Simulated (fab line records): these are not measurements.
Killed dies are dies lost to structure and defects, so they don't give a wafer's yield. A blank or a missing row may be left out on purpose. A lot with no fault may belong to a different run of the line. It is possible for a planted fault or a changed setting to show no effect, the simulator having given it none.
Which of the tools did it?	flow nand harc	36 wafers from 12 lots sampled at 6 of the route's 1302 steps

## WHAT EACH GAUGE READ, for each wafer
NHARC_A_ONON_D1_THK_MEAS_30: measures by ellipsometry.
lot	measured	on	thk nm (nm)
L178	day 8 15:34	film metro-02	999 997 999
L179	day 9 00:10	film metro-01	991 991 990
L180	day 9 17:23	film metro-01	986 985 986
L181	day 9 17:25	film metro-02	992 991 992
L186	day 12 09:36	film metro-02	1007 1006 1009
L192	day 14 11:15	film metro-01	1023 1022 1026
L193	day 15 12:16	film metro-02	1010 1008 1011
L195	day 16 01:55	film metro-02	629 629 628 628 627 628
L197	day 16 17:47	film metro-01	632 631 631 631 632 630
L198	day 17 06:22	film metro-01	1011 1009 1011
L199	day 17 10:24	film metro-02	1010 1014 1009
L200	day 17 10:25	film metro-02	995 994 996

NHARC_END_SORT_01.
lot	measured	on	killed at array	killed at other	killed at periphery	killed dies	killed open	killed short
L195	day 32 18:06	prober-01	677 675 674	0 0 1	0 2 2	677 677 677	2 5 5	1 2 3
L197	day 32 06:58	prober-02	671 672 674	1 1 0	5 4 3	677 677 677	7 0 2	2 2 3

## WHAT TOOL EACH LOT RAN ON (gives the tool, then ch and the chambers of the sampled wafers, and finally the start)
lot	NHARC_A_ZERO_WELL_RTA_16	NHARC_A_ONON_D1_DEP_28	NHARC_A_CHANNEL_HOLE_D1_DEP_01	NHARC_A_CHANNEL_HOLE_D1_ETCH_38
L178	rtp anneal-01 ch 0, day 7 05:44	pecvd onon-03 ch 0, day 8 15:04	pecvd-04 ch 0,1,2, day 8 18:07	rie diel-04 ch 1,2,3, day 8 19:08
L179	rtp anneal-02 ch 0, day 7 14:36	pecvd onon-01 ch 0, day 8 23:39	pecvd-04 ch 0,1, day 9 02:42	rie diel-12 ch 1,2,3, day 9 03:42
L180	rtp anneal-02 ch 0, day 8 06:57	pecvd onon-01 ch 0, day 9 16:56	pecvd-01 ch 0,1,2, day 9 20:10	rie diel-03 ch 0,1,2, day 9 21:01
L181	rtp anneal-02 ch 0, day 8 10:42	pecvd onon-02 ch 0, day 9 16:57	pecvd-01 ch 0,1, day 9 20:52	rie diel-12 ch 0,1,2, day 9 21:41
L186	rtp anneal-02 ch 0, day 10 21:14	pecvd onon-03 ch 0, day 12 09:05	pecvd-01 ch 0,1,2, day 12 12:29	rie diel-03 ch 0,1,2, day 12 13:21
L192	rtp anneal-01 ch 0, day 13 03:06	pecvd onon-01 ch 0, day 14 10:44	pecvd-04 ch 0,1,2, day 14 15:47	rie diel-03 ch 0,2,3, day 14 16:40
L193	rtp anneal-01 ch 0, day 14 04:05	pecvd onon-03 ch 0, day 15 11:46	pecvd-04 ch 0,1,2, day 15 14:49	rie diel-12 ch 0,1,3, day 15 15:52
L195	rtp anneal-01 ch 0, day 14 16:57	pecvd onon-01 ch 0, day 16 01:28	-	-
L197	rtp anneal-01 ch 0, day 15 08:14	pecvd onon-01 ch 0, day 16 17:24	-	-
L198	rtp anneal-01 ch 0, day 15 20:37	pecvd onon-03 ch 0, day 17 05:55	pecvd-01 ch 0,2, day 17 10:04	rie diel-03 ch 1,2,3, day 17 11:04
L199	rtp anneal-02 ch 0, day 16 01:08	pecvd onon-03 ch 0, day 17 09:53	pecvd-04 ch 0,2, day 17 16:49	rie diel-03 ch 0,2,3, day 17 17:48
L200	rtp anneal-01 ch 0, day 16 02:20	pecvd onon-02 ch 0, day 17 10:04	pecvd-01 ch 0,1,2, day 17 18:04	rie diel-04 ch 0,2,3, day 17 19:00
- NHARC_A_ZERO_WELL_RTA_16: time 10 s.
- NHARC_A_ONON_D1_DEP_28: target thk 1000 nm.
- NHARC_A_CHANNEL_HOLE_D1_DEP_01: deposits SiON, target thk 140 nm.
- NHARC_A_CHANNEL_HOLE_D1_ETCH_38: etches the open film in CF4, target depth 39 nm, time 65 s.

## AS READ BY THE TOOLS THEMSELVES (means over the sampled wafers that have a number; for cases with no such wafer, the mark the record gives instead)
NHARC_A_ZERO_WELL_RTA_16.
lot	tool	anneal temp c max	lamp power pct (%)	lamp_zone_4_pct (%)	wafer_temp_C_max
L178	rtp anneal-01	1004.1	28	28	1004.5
L179	rtp anneal-02	1003.3	34	34	1002.5
L180	rtp anneal-02	1003.9	34	34	1003.6
L181	rtp anneal-02	1003.6	34	34	1003.0
L186	rtp anneal-02	1003.9	34	34	1003.3
L192	rtp anneal-01	1004.5	28	28	1004.2
L193	rtp anneal-01	1003.6	28	28	1005.2
L195	rtp anneal-01	1002.8	28	28	1005.0
L197	rtp anneal-01	1003.7	28	28	1005.0
L198	rtp anneal-01	1004.0	28	28	1005.4
L199	rtp anneal-02	1003.1	34	34	1003.5
L200	rtp anneal-01	1004.1	28	28	1004.5

NHARC_A_ONON_D1_DEP_28.
lot	tool	n2 flow sccm (sccm)
L178	pecvd onon-03	2745
L179	pecvd onon-01	2759
L180	pecvd onon-01	2740
L181	pecvd onon-02	2740
L186	pecvd onon-03	2740
L192	pecvd onon-01	2748
L193	pecvd onon-03	2759
L195	pecvd onon-01	2747
L197	pecvd onon-01	2750
L198	pecvd onon-03	2754
L199	pecvd onon-03	2755
L200	pecvd onon-02	2748

NHARC_A_CHANNEL_HOLE_D1_DEP_01.
lot	tool	heater power outer w (W)	heater power w (W)	showerhead vpp V (V)
L178	pecvd-04	414	696	1209
L179	pecvd-04	428	704	1228
L180	pecvd-01	567	851	1169
L181	pecvd-01	565	829	1127
L186	pecvd-01	561	841	1184
L192	pecvd-04	411	686	1197
L193	pecvd-04	422	718	1204
L198	pecvd-01	531	805	1191
L199	pecvd-04	470	763	1181
L200	pecvd-01	566	852	1184

NHARC_A_CHANNEL_HOLE_D1_ETCH_38.
lot	tool	drypump motor current A (A)	oes product au (a.u.)	rf vpp V (V)	showerhead plenum p Torr (Torr)	throttle valve pct (%)
L178	rie diel-04	5.8	1.007	151.6	1.82	13.280
L179	rie diel-12	5.7	0.974	150.9	1.76	13.281
L180	rie diel-03	5.5	0.992	151.4	1.75	13.281
L181	rie diel-12	5.8	0.999	151.7	1.77	13.283
L186	rie diel-03	5.5	0.999	150.5	1.75	13.278
L192	rie diel-03	5.6	1.009	150.0	1.70	13.279
L193	rie diel-12	5.7	0.998	150.7	1.73	13.278
L198	rie diel-03	5.6	1.000	150.1	1.74	13.286
L199	rie diel-03	5.6	1.005	150.0	1.69	13.285
L200	rie diel-04	5.9	1.015	152.1	1.79	13.282

## THE ANSWER, worked out from the rows above alone
Rule: the lots themselves supply what counts as usual. The widest of any qualifying gaps counts: lots, ordered by their means at a reading, are off when they make up no more than a third of the lots, leave a main group of 4 or more, and stand apart from it by 3 or more times the standard deviation of that group's means. The tables above print the reading to a certain number of digits; a main group whose means all agree to those digits is not used. Also off: a lot with no number at a reading for which 4 or more lots have one. All remaining lots with rows at the step are treated as sound. After the gauges, taken in route order, come the tools' own readings; for these a lot's mean is taken, as printed above. At the first step where some lot is off, the reading lying furthest off is the one used; lots without a number count as furthest.
Off: L195, L197, at NHARC_A_ONON_D1_THK_MEAS_30 (thk nm). Main group: mean 1002 nm, sd 11.
A tool fits if, at a process step before that reading, it ran every lot that is off, and no sound lot after the first of them. Those tools and the gauges at NHARC_A_ONON_D1_THK_MEAS_30 are tried in the same way. One fits: NHARC_A_ONON_D1_DEP_28 on pecvd onon-01. Its last sound lot is L192 (day 14 10:44), its first lot that is off L195 (day 16 01:28): a fault that began between those two fits.

## WHAT WAS PUT IN BY THE SIMULATOR
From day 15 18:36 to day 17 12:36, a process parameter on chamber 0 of pecvd onon-01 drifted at NHARC_A_ONON_D1_DEP_28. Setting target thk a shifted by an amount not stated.
Shown lots that were struck: L195, L197. The same result came from the rule above.
